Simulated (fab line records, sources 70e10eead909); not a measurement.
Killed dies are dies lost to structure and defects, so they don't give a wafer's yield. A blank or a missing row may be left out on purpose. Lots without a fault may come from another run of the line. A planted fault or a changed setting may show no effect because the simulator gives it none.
A struck lot beside a sound one | flow nand_harc | 40 steps out of a route of 1159
Sound: wafers L565.3, L565.4, L565.5. Struck: wafers L567.4, L567.5, L567.6. The cause comes at the end.
At each step with rows: each side's tool, then ch and its chambers, then its first start. Under that, the readings that differ: sound wafers | struck wafers | difference of the means | sigmas: that difference in standard deviations of wafers without a fault.
alike: readings whose means differ by less than 2 such deviations, and words and numbers that are the same on both sides. not compared: withheld readings, readings that some wafer has no value for, bounds like >300 that may hide the same value, and numbers for which the record gives no deviation and whose values overlap.
The two part at a step that has a row with sigmas, a row that says differs or no value, or rows on one side only. Numbers that don't overlap but have no deviation are shown without sigmas and don't part them. A reading that every wafer of one side lacks parts them only if that side has two wafers or more.

first, 5 steps without rows for these wafers: NHARC_A_STAIRCASE_HARDBAKE_10 (time 140 s); NHARC_A_STAIRCASE_DESCUM_11 (chemistry O2, time 3 s); NHARC_A_STAIRCASE_TRIM_12 (chemistry O2, time 211.2 s); NHARC_A_STAIRCASE_ETCH_13 (etches the open film in C4F8/O2, target depth 100 nm, time 40.5 s); NHARC_A_STAIRCASE_TRIM_14 (chemistry O2, time 211.2 s).
NHARC_A_STAIRCASE_ETCH_15: etches the open film in C4F8/O2, target depth 100 nm, time 40.5 s.
  sound on rie_diel-01 ch 0,2,3; struck on rie_diel-13 ch 0,1,3
  alike: oes_product_au, rf_vpp_V
  not compared: rf_hours_counter_h
then, 3 steps without rows for these wafers: NHARC_A_STAIRCASE_TRIM_16 (chemistry O2, time 211.2 s); NHARC_A_STAIRCASE_ETCH_17 (etches the open film in C4F8/O2, target depth 100 nm, time 40.5 s); NHARC_A_STAIRCASE_TRIM_18 (chemistry O2, time 211.2 s).
NHARC_A_STAIRCASE_ETCH_19: etches the open film in C4F8/O2, target depth 100 nm, time 40.5 s.
  sound on rie_diel-01 ch 0,2; struck on rie_diel-13 ch 2,3
  alike: oes_product_au, rf_vpp_V
  not compared: rf_hours_counter_h
NHARC_A_STAIRCASE_TRIM_20: chemistry O2, time 211.2 s.
  sound on rie_diel-01 ch 1,2,3, day 12 20:43; struck on rie_diel-01 ch 1,2,3, day 13 20:57
  alike: drypump_motor_current_A, oes_product_au, rf_vpp_V, showerhead_plenum_p_Torr, throttle_valve_pct
  not compared: rf_hours_counter_h
NHARC_A_STAIRCASE_ETCH_21: etches the open film in C4F8/O2, target depth 100 nm, time 40.5 s.
  sound on rie_diel-01 ch 0,2,3, day 12 20:54; struck on rie_diel-01 ch 2,3, day 13 21:05
  alike: oes_product_au, rf_vpp_V
  not compared: rf_hours_counter_h
then, 2 steps without rows for these wafers: NHARC_A_STAIRCASE_TRIM_22 (chemistry O2, time 211.2 s); NHARC_A_STAIRCASE_ETCH_23 (etches the open film in C4F8/O2, target depth 100 nm, time 40.5 s).
NHARC_A_STAIRCASE_TRIM_24: chemistry O2, time 211.2 s.
  sound on rie_diel-01 ch 1,2; struck on rie_diel-01 ch 0,3
  alike: drypump_motor_current_A, oes_product_au, rf_vpp_V, showerhead_plenum_p_Torr, throttle_valve_pct
  not compared: rf_hours_counter_h
then, 16 steps without rows for these wafers: NHARC_A_STAIRCASE_ETCH_25 (etches the open film in C4F8/O2, target depth 100 nm, time 40.5 s); NHARC_A_STAIRCASE_TRIM_26 (chemistry O2, time 211.2 s); NHARC_A_STAIRCASE_ETCH_27 (etches the open film in C4F8/O2, target depth 100 nm, time 40.5 s); NHARC_A_STAIRCASE_STRIP_175 (strips in O2); NHARC_A_STAIRCASE_STRIP_148 (strips in SPM, time 900 s); NHARC_A_STAIRCASE_PRECLEAN_149 (cleans in SC1); NHARC_A_STAIRCASE_SRD_150; NHARC_A_STAIRCASE_DEHYDRATE_176 (time 120 s); NHARC_A_STAIRCASE_HMDS_177 (time 30 s); NHARC_A_STAIRCASE_COAT_178; NHARC_A_STAIRCASE_SOFTBAKE_179 (time 170 s); NHARC_A_STAIRCASE_EBR_180; NHARC_A_STAIRCASE_EXPOSE_181 (exposes mask STAIR 2); NHARC_A_STAIRCASE_PEB_182 (peb time 130 s); NHARC_A_STAIRCASE_DEVELOP_183 (time 140 s); NHARC_A_STAIRCASE_HARDBAKE_185 (time 140 s).
NHARC_A_STAIRCASE_DESCUM_186: chemistry O2, time 3 s.
  sound on rie_diel-13 ch 1,2, day 12 23:36; struck on rie_diel-03 ch 0,1,3, day 13 23:29
  alike: drypump_motor_current_A, oes_product_au, rf_vpp_V, showerhead_plenum_p_Torr, throttle_valve_pct
  not compared: rf_hours_counter_h
then, 7 steps without rows for these wafers: NHARC_A_STAIRCASE_TRIM_187 (chemistry O2, time 211.2 s); NHARC_A_STAIRCASE_ETCH_188 (etches the open film in C4F8/O2, target depth 100 nm, time 40.5 s); NHARC_A_STAIRCASE_TRIM_189 (chemistry O2, time 211.2 s); NHARC_A_STAIRCASE_ETCH_190 (etches the open film in C4F8/O2, target depth 100 nm, time 40.5 s); NHARC_A_STAIRCASE_TRIM_191 (chemistry O2, time 211.2 s); NHARC_A_STAIRCASE_ETCH_192 (etches the open film in C4F8/O2, target depth 100 nm, time 40.5 s); NHARC_A_STAIRCASE_TRIM_193 (chemistry O2, time 211.2 s).
-- the record jumps here: 8 days lie between the struck wafers' starts before and after (it left off in module A_STAIRCASE and takes up again in module END, whose first step shown is number 1159 of the route) --
NHARC_END_SORT_01:
  the record has rows for the struck wafers here (prober-01 ch 0, day 22 03:17) and none for the sound ones

WHERE THEY PART
Only at NHARC_END_SORT_01, within this record.

WHY: what the simulator had put in
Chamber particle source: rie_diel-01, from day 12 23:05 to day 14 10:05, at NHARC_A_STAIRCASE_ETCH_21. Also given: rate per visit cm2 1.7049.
